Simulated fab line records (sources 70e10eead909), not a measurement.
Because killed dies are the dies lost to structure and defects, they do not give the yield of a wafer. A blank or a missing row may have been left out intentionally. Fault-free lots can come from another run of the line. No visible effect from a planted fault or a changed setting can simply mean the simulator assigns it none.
One fault through the eyes of 2 desks | flow nandHarc | what lay behind the numbers comes last; until then each desk has only its own

FOR THE TOOL OWNER'S DESK: harEtch-01
The tool's own readings at NHARC_A_CHANNEL_HOLE_D1_ETCH_22 (etches the open film in C4F8/O2/Ar, time 666.7 s, target depth 1600 nm): means of the sampled wafers that have a number, for each lot that ran on this tool. If a lot's mean is further than 4 standard deviations from the usual mean, the lot is out of limits and carries the mark OUT (the distance appears in the brackets).
Columns: A = chamberPressureMTorr at NHARC_A_CHANNEL_HOLE_D1_ETCH_22, usual 20.000 mTorr; B = drypumpMotorCurrentA at NHARC_A_CHANNEL_HOLE_D1_ETCH_22, usual 6.05 A; C = showerheadPlenumPTorr at NHARC_A_CHANNEL_HOLE_D1_ETCH_22, usual 3.70 Torr; D = throttleValvePct at NHARC_A_CHANNEL_HOLE_D1_ETCH_22, usual 32.155 %
lot  | first seen here | A      | B    | C    | D
L100 | day 8 17:47     | 20.005 | 6.17 | 3.79 | 32.156
L106 | day 9 18:47     | 20.004 | 6.16 | 3.79 | 32.152
L107 | day 10 08:07    | 19.990 | 6.33 | 3.76 | 32.152
L109 | day 11 12:20    | 20.022 | 6.18 | 3.78 | 32.157
L117 | day 12 15:27    | 20.017 | 6.19 | 3.77 | 32.149
L120 | day 13 14:32    | 19.994 | 6.32 | 3.74 | 32.151
Result from this desk: across the 6 lots, nothing is out of limits.

THE DEFECT DESK
Lot by lot, what the route's inspections counted, given as the mean of those sampled wafers with a number. If a lot's mean is further than 4 standard deviations from the usual mean, the lot is out of limits and carries the mark OUT (the distance appears in the brackets).
Columns: A = rawDefectCount at NHARC_A_CHANNEL_HOLE_D1_INSPECT_40, usual 61
lot  | first seen here | A
L999 | day 8 09:11     | 64
L100 | day 8 22:37     | 70
L101 | day 9 00:04     | 62
L106 | day 9 23:39     | 60
L105 | day 9 23:50     | 57
L107 | day 10 13:03    | 82
L109 | day 11 17:40    | 91
L111 | day 11 21:59    | 52
L114 | day 12 10:41    | 48
L117 | day 12 20:17    | 399 (+21) OUT
L120 | day 13 19:18    | 219 (+9.9) OUT
This desk's finding: out of limits on L117, L120; first on L117, day 12 20:17 (rawDefectCount at NHARC_A_CHANNEL_HOLE_D1_INSPECT_40). L999, L100, L101, L106, L105, L107, L109, L111, L114: within limits.

BROUGHT TOGETHER
The defect desk could have raised an alarm at day 12 20:17, on L117, L120.
The desk of the tool owner found nothing out of limits.
On record at the tool owner's desk: L117, L120, within its limits.
The lots listed all ran NHARC_A_CHANNEL_HOLE_D1_ETCH_22 on harEtch-01.

WHAT WAS PUT IN BY THE SIMULATOR
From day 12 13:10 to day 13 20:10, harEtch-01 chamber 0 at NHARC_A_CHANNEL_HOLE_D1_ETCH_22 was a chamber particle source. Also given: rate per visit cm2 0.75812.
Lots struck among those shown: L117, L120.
Hours from the fault's start to each desk's first reading out of limits: the defect desk, 7.
